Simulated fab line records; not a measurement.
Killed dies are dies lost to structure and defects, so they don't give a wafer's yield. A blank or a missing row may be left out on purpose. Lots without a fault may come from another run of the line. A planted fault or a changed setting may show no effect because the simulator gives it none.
Chamber matching / flow n5_finfet / N5_GATE_CUT_PECVD_57 on pecvd-03: 3 sister chambers
The step deposits SiNx from SiH4/NH3/N2, target thk 21 nm. 22 wafers are shown with their chamber, then 11 later ones without.

WAFERS, EACH WITH ITS CHAMBER
wafer=L074.2; chamber=2; throttle_valve_pct (%)=40.5; heater_power_w (W)=871; showerhead_plenum_p_Torr (Torr)=5.14
wafer=L074.3; chamber=0; throttle_valve_pct (%)=38.2; heater_power_w (W)=718; showerhead_plenum_p_Torr (Torr)=5.15
wafer=L074.5; chamber=2; throttle_valve_pct (%)=40.4; heater_power_w (W)=892; showerhead_plenum_p_Torr (Torr)=5.14
wafer=L078.1; chamber=0; throttle_valve_pct (%)=38.5; heater_power_w (W)=639; showerhead_plenum_p_Torr (Torr)=5.14
wafer=L078.3; chamber=2; throttle_valve_pct (%)=40.5; heater_power_w (W)=770; showerhead_plenum_p_Torr (Torr)=5.14
wafer=L078.6; chamber=2; throttle_valve_pct (%)=40.4; heater_power_w (W)=747; showerhead_plenum_p_Torr (Torr)=5.12
wafer=L079.1; chamber=1; throttle_valve_pct (%)=40.6; heater_power_w (W)=592; showerhead_plenum_p_Torr (Torr)=5.16
wafer=L079.3; chamber=0; throttle_valve_pct (%)=38.5; heater_power_w (W)=707; showerhead_plenum_p_Torr (Torr)=5.16
wafer=L079.6; chamber=0; throttle_valve_pct (%)=38.5; heater_power_w (W)=686; showerhead_plenum_p_Torr (Torr)=5.16
wafer=L084.2; chamber=0; throttle_valve_pct (%)=38.6; heater_power_w (W)=669; showerhead_plenum_p_Torr (Torr)=5.14
wafer=L084.3; chamber=1; throttle_valve_pct (%)=40.7; heater_power_w (W)=627; showerhead_plenum_p_Torr (Torr)=5.14
wafer=L084.5; chamber=1; throttle_valve_pct (%)=40.5; heater_power_w (W)=606; showerhead_plenum_p_Torr (Torr)=5.14
wafer=L085.3; chamber=0; throttle_valve_pct (%)=38.2; heater_power_w (W)=671; showerhead_plenum_p_Torr (Torr)=5.13
wafer=L085.4; chamber=0; throttle_valve_pct (%)=38.5; heater_power_w (W)=676; showerhead_plenum_p_Torr (Torr)=5.14
wafer=L085.6; chamber=1; throttle_valve_pct (%)=40.5; heater_power_w (W)=591; showerhead_plenum_p_Torr (Torr)=5.14
wafer=L088.1; chamber=1; throttle_valve_pct (%)=40.7; heater_power_w (W)=634; showerhead_plenum_p_Torr (Torr)=5.13
wafer=L088.2; chamber=0; throttle_valve_pct (%)=38.8; heater_power_w (W)=678; showerhead_plenum_p_Torr (Torr)=5.13
wafer=L088.3; chamber=2; throttle_valve_pct (%)=40.6; heater_power_w (W)=754; showerhead_plenum_p_Torr (Torr)=5.15
wafer=L088.4; chamber=0; throttle_valve_pct (%)=38.5; heater_power_w (W)=705; showerhead_plenum_p_Torr (Torr)=5.15
wafer=L088.5; chamber=1; throttle_valve_pct (%)=40.8; heater_power_w (W)=617; showerhead_plenum_p_Torr (Torr)=5.14
wafer=L088.6; chamber=2; throttle_valve_pct (%)=40.5; heater_power_w (W)=768; showerhead_plenum_p_Torr (Torr)=5.13
wafer=L090.1; chamber=1; throttle_valve_pct (%)=40.6; heater_power_w (W)=526; showerhead_plenum_p_Torr (Torr)=5.14

SIGNATURES (averages over the wafers above)
reading=throttle_valve_pct; chamber 0=38.478; chamber 1=40.629; chamber 2=40.483; scatter within a chamber=0.141
reading=heater_power_w; chamber 0=683.22; chamber 1=599.00; chamber 2=800.33; scatter within a chamber=41.6
reading=showerhead_plenum_p_Torr; chamber 0=5.1444; chamber 1=5.1414; chamber 2=5.1367; scatter within a chamber=0.0104
Rule: a wafer's distance from a chamber is the root of the sum, over the readings, of the square of ((its reading less the chamber's mean) divided by the reading's scatter). The wafer belongs to the nearest chamber; if the next one is less than 2 further off, it can't be placed. The scatter is the square root of a quotient: the sum, over the shown wafers, of each reading's squared deviation from its chamber's mean, divided by wafers minus chambers.

WAFERS WHOSE CHAMBER IS MISSING
wafer=L090.2; throttle_valve_pct (%)=40.7; heater_power_w (W)=890; showerhead_plenum_p_Torr (Torr)=5.13
wafer=L090.5; throttle_valve_pct (%)=40.6; heater_power_w (W)=533; showerhead_plenum_p_Torr (Torr)=5.14
wafer=L092.2; throttle_valve_pct (%)=40.9; heater_power_w (W)=829; showerhead_plenum_p_Torr (Torr)=5.14
wafer=L092.5; throttle_valve_pct (%)=40.4; heater_power_w (W)=837; showerhead_plenum_p_Torr (Torr)=5.13
wafer=L092.6; throttle_valve_pct (%)=38.6; heater_power_w (W)=721; showerhead_plenum_p_Torr (Torr)=5.14
wafer=L096.1; throttle_valve_pct (%)=39.1; heater_power_w (W)=677; showerhead_plenum_p_Torr (Torr)=5.13
wafer=L096.3; throttle_valve_pct (%)=40.6; heater_power_w (W)=589; showerhead_plenum_p_Torr (Torr)=5.13
wafer=L096.4; throttle_valve_pct (%)=38.8; heater_power_w (W)=676; showerhead_plenum_p_Torr (Torr)=5.14
wafer=L097.2; throttle_valve_pct (%)=40.6; heater_power_w (W)=554; showerhead_plenum_p_Torr (Torr)=5.14
wafer=L097.5; throttle_valve_pct (%)=40.8; heater_power_w (W)=558; showerhead_plenum_p_Torr (Torr)=5.14
wafer=L097.6; throttle_valve_pct (%)=38.9; heater_power_w (W)=674; showerhead_plenum_p_Torr (Torr)=5.14

THE CHAMBER EACH PASSED THROUGH
wafer=L090.2; from the rows above=2; in truth=2
wafer=L090.5; from the rows above=1; in truth=1
wafer=L092.2; from the rows above=2; in truth=2
wafer=L092.5; from the rows above=2; in truth=2
wafer=L092.6; from the rows above=0; in truth=0
wafer=L096.1; from the rows above=0; in truth=0
wafer=L096.3; from the rows above=1; in truth=1
wafer=L096.4; from the rows above=0; in truth=0
wafer=L097.2; from the rows above=1; in truth=1
wafer=L097.5; from the rows above=1; in truth=1
wafer=L097.6; from the rows above=0; in truth=0
Correct placement for 11 of the 11. From these rows, 0 cannot be placed. Number placed wrongly: 0.
